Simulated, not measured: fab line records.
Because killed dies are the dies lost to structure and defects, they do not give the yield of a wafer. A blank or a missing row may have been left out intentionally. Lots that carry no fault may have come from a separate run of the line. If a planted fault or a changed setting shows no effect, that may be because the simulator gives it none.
Matching of chambers + flow n5_finfet + ald_sin-04 running N5_SD_EPI_N_LINER_46: 4 sister chambers
The step material SiNx, target thk 3 nm. 22 wafers are shown with their chamber, then 11 later ones without.

== WAFERS WITH THEIR CHAMBER ==
| wafer  | chamber | heater_power_outer_w (W) | heater_power_w (W) | susceptor_temp_C (C) |
|--------|---------|--------------------------|--------------------|----------------------|
| L603.1 | 1       | 568                      | 835                | 400.10               |
| L603.2 | 2       | 640                      | 987                | 399.78               |
| L603.3 | 3       | 498                      | 838                | 400.43               |
| L604.2 | 3       | 497                      | 829                | 400.57               |
| L604.5 | 0       | 502                      | 805                | 399.77               |
| L604.6 | 1       | 551                      | 834                | 400.06               |
| L605.3 | 0       | 519                      | 812                | 400.03               |
| L605.4 | 1       | 569                      | 833                | 400.05               |
| L605.5 | 1       | 554                      | 838                | 400.10               |
| L610.2 | 2       | 627                      | 1011               | 400.17               |
| L610.5 | 0       | 512                      | 819                | 400.13               |
| L610.6 | 1       | 556                      | 843                | 400.09               |
| L611.1 | 3       | 500                      | 826                | 400.00               |
| L611.4 | 0       | 516                      | 809                | 399.73               |
| L611.5 | 1       | 555                      | 835                | 400.04               |
| L612.1 | 1       | 555                      | 827                | 400.18               |
| L612.4 | 0       | 508                      | 815                | 400.11               |
| L612.6 | 0       | 510                      | 820                | 400.06               |
| L613.1 | 3       | 504                      | 830                | 400.11               |
| L613.3 | 2       | 634                      | 1015               | 399.77               |
| L613.4 | 0       | 502                      | 841                | 400.24               |
| L617.1 | 2       | 636                      | 992                | 399.85               |

SIGNATURES, as means of the wafers listed above
| reading              | chamber 0 | chamber 1 | chamber 2 | chamber 3 | scatter within a chamber |
|----------------------|-----------|-----------|-----------|-----------|--------------------------|
| heater_power_outer_w | 509.86    | 558.29    | 634.25    | 499.75    | 6.14                     |
| heater_power_w       | 817.29    | 835.00    | 1001.25   | 830.75    | 9.48                     |
| susceptor_temp_C     | 400.0100  | 400.0886  | 399.8925  | 400.2775  | 0.175                    |
Rule: a wafer's distance from a chamber is the root of the sum, over the readings, of the square of ((its reading less the chamber's mean) divided by the reading's scatter). The wafer belongs to the nearest chamber; if the next one is less than 2 further off, it can't be placed. The scatter: take each reading less its chamber's mean, square it, sum over the shown wafers, divide by the number of wafers less the number of chambers, and take the root.

== WAFERS MISSING THEIR CHAMBER ==
| wafer  | heater_power_outer_w (W) | heater_power_w (W) | susceptor_temp_C (C) |
|--------|--------------------------|--------------------|----------------------|
| L617.2 | 492                      | 811                | 400.26               |
| L617.4 | 551                      | 818                | 399.79               |
| L618.1 | 497                      | 828                | 399.75               |
| L618.2 | 659                      | 1008               | 399.84               |
| L618.4 | 547                      | 860                | 399.96               |
| L621.2 | 499                      | 833                | 400.10               |
| L621.3 | 548                      | 842                | 399.88               |
| L621.4 | 507                      | 850                | 400.18               |
| L626.1 | 624                      | 945                | 399.78               |
| L626.3 | 528                      | 811                | 400.18               |
| L626.5 | 499                      | 794                | 399.97               |

== THE CHAMBER EACH PASSED THROUGH ==
| wafer  | from the rows above     | in truth |
|--------|-------------------------|----------|
| L617.2 | can't be placed: 3 or 0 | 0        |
| L617.4 | 1                       | 1        |
| L618.1 | can't be placed: 0 or 3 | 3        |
| L618.2 | 2                       | 2        |
| L618.4 | 1                       | 1        |
| L621.2 | can't be placed: 3 or 0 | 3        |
| L621.3 | 1                       | 1        |
| L621.4 | can't be placed: 3 or 0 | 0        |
| L626.1 | 2                       | 2        |
| L626.3 | can't be placed: 0 or 3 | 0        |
| L626.5 | can't be placed: 0 or 3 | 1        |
5 of 11 placed correctly. Not placeable from these rows: 6 (in 5, the candidates include the true chamber). Number placed wrongly: 0.
